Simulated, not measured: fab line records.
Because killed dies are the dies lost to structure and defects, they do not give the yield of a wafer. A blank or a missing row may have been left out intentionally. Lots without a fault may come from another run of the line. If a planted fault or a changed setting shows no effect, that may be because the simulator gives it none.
Matching of chambers + flow n5-finfet + rie-diel-05 running N5_MOL_CONTACT_COAG_STRIP_98: 4 sister chambers
The step strips in N2/H2. 4 wafers are shown with their chamber, then 8 later ones without.

== WAFERS, EACH WITH ITS CHAMBER ==
| wafer  | chamber | showerhead-plenum-p-Torr (Torr) |
|--------|---------|---------------------------------|
| L090.1 | 0       | 3.18                            |
| L090.4 | 1       | 3.29                            |
| L090.5 | 2       | 3.48                            |
| L094.1 | 3       | 3.18                            |

== WAFERS WHOSE CHAMBER IS MISSING ==
| wafer  | showerhead-plenum-p-Torr (Torr) |
|--------|---------------------------------|
| L094.2 | 3.47                            |
| L094.3 | 3.29                            |
| L094.4 | 3.17                            |
| L094.5 | 3.47                            |
| L094.6 | 3.29                            |
| L096.2 | 3.47                            |
| L096.5 | 3.28                            |
| L096.6 | 3.18                            |

== WHICH CHAMBER EACH ONE RAN IN ==
| wafer  | from the rows above     | in truth |
|--------|-------------------------|----------|
| L094.2 | 2                       | 2        |
| L094.3 | 1                       | 1        |
| L094.4 | can't be placed: 0 or 3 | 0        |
| L094.5 | 2                       | 2        |
| L094.6 | 1                       | 1        |
| L096.2 | 2                       | 2        |
| L096.5 | 1                       | 1        |
| L096.6 | can't be placed: 0 or 3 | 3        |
Placed correctly: 6 of 8. These rows do not allow placing 2 (true chamber among the candidates in 2). Number placed wrongly: 0.
How it was worked out, from the rows above alone: a wafer's distance from a chamber is the root of the sum, over the readings, of the square of ((its reading less the chamber's mean) divided by the reading's scatter). The wafer belongs to the nearest chamber; if the next one is less than 2 further off, it can't be placed. The mean given for a chamber averages the wafers shown for that chamber. The scatter: root of mean squared gap, hidden wafer to nearest shown wafer, with one shown wafer a chamber.
